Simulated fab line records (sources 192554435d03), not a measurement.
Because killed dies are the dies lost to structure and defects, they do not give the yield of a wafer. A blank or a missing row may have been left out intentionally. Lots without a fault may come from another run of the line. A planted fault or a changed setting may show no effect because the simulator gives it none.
Matching of chambers + flow n5 finfet + cmp-01 running N5_GATE_CUT_CMP_23: 4 sister chambers
The step polishes, stops on SiO2, t overpolish 23.4 s, target thk 16 nm. 8 wafers are shown with their chamber, then 9 later ones without.

WAFERS, EACH WITH ITS CHAMBER
| wafer  | chamber | motor current A (A) | time to endpoint s (s) |
|--------|---------|---------------------|------------------------|
| L079.3 | 2       | 8.9                 | 17.5                   |
| L079.5 | 3       | 9.4                 | 12.5                   |
| L080.2 | 0       | 8.5                 | 17.0                   |
| L080.3 | 1       | 7.8                 | 14.7                   |
| L080.6 | 1       | 7.8                 | 15.1                   |
| L088.3 | 2       | 9.4                 | 20.5                   |
| L088.4 | 0       | 8.4                 | 18.9                   |
| L088.5 | 3       | 9.5                 | 16.1                   |

WAFERS WITH NO CHAMBER GIVEN
| wafer  | motor current A (A) | time to endpoint s (s) |
|--------|---------------------|------------------------|
| L095.1 | 9.3                 | 14.3                   |
| L095.4 | 8.7                 | 15.7                   |
| L095.6 | 8.2                 | 15.8                   |
| L096.3 | 9.0                 | 18.1                   |
| L096.5 | 9.1                 | 13.3                   |
| L096.6 | 8.4                 | 15.7                   |
| L097.1 | 9.1                 | 18.3                   |
| L097.2 | 9.1                 | 19.7                   |
| L097.5 | 9.3                 | 17.7                   |

THE CHAMBER EACH PASSED THROUGH
| wafer  | from the rows above     | in truth                   |
|--------|-------------------------|----------------------------|
| L095.1 | can't be placed: 3 or 2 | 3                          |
| L095.4 | can't be placed: 0 or 2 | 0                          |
| L095.6 | can't be placed: 0 or 1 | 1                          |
| L096.3 | 2                       | 2                          |
| L096.5 | can't be placed: 3 or 2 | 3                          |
| L096.6 | 0                       | 0                          |
| L097.1 | 2                       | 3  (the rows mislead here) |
| L097.2 | 2                       | 2                          |
| L097.5 | can't be placed: 2 or 3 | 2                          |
Correctly placed: 3 of 9. Cannot be placed on the basis of these rows: 5; the candidates contain the true chamber in 5. Number placed wrongly: 1.
How it was worked out, from the rows above alone: a wafer's distance from a chamber is the root of the sum, over the readings, of the square of ((its reading less the chamber's mean) divided by the reading's scatter). If the next closest chamber is less than 2 further off than the closest, the wafer can't be placed; otherwise it belongs to the closest. The mean given for a chamber averages the wafers shown for that chamber. How the scatter is found: for the shown wafers, subtract from each reading the mean of its chamber, square and add these, divide the total by (wafers less chambers), then take the root.
